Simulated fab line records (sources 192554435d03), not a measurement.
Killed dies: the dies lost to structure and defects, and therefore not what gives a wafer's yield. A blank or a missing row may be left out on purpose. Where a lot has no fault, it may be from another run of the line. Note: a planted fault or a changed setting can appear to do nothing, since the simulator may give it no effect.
Matching of chambers / flow n5 finfet / 3 sister chambers for N5_BEOL_M12_ILD_DEP_00 on pecvd-04
The step deposits SiOC from DEMS/O2, target thk 658.92 nm, time 130.7 s. 3 wafers are shown with their chamber, then 8 later ones without.

== EACH WAFER AND ITS CHAMBER ==
wafer=L076.4; chamber=2; showerhead vpp V (V)=1334
wafer=L081.3; chamber=0; showerhead vpp V (V)=1325
wafer=L083.4; chamber=1; showerhead vpp V (V)=1387

== WAFERS WHOSE CHAMBER IS MISSING ==
wafer=L083.5; showerhead vpp V (V)=1317
wafer=L083.6; showerhead vpp V (V)=1334
wafer=L088.1; showerhead vpp V (V)=1347
wafer=L088.5; showerhead vpp V (V)=1364
wafer=L088.6; showerhead vpp V (V)=1367
wafer=L092.2; showerhead vpp V (V)=1346
wafer=L092.3; showerhead vpp V (V)=1342
wafer=L092.4; showerhead vpp V (V)=1367

== CHAMBER TAKEN BY EACH ==
wafer=L083.5; from the rows above=can't be placed: 0 or 2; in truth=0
wafer=L083.6; from the rows above=can't be placed: 2 or 0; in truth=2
wafer=L088.1; from the rows above=can't be placed: 2 or 0 or 1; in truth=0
wafer=L088.5; from the rows above=can't be placed: 1 or 2 or 0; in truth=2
wafer=L088.6; from the rows above=can't be placed: 1 or 2 or 0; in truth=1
wafer=L092.2; from the rows above=can't be placed: 2 or 0 or 1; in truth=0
wafer=L092.3; from the rows above=can't be placed: 2 or 0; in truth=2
wafer=L092.4; from the rows above=can't be placed: 1 or 2 or 0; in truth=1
0 of 8 placed correctly. These rows do not allow placing 8 (true chamber among the candidates in 8). Number placed wrongly: 0.
How it was worked out, from the rows above alone: a wafer's distance from a chamber is the root of the sum, over the readings, of the square of ((its reading less the chamber's mean) divided by the reading's scatter). The wafer belongs to the nearest chamber; if the next one is less than 2 further off, it can't be placed. A chamber's mean is the mean of its shown wafers. The scatter: with one shown wafer a chamber, the root of the mean of the squares of how far each hidden wafer lies from its nearest shown one.
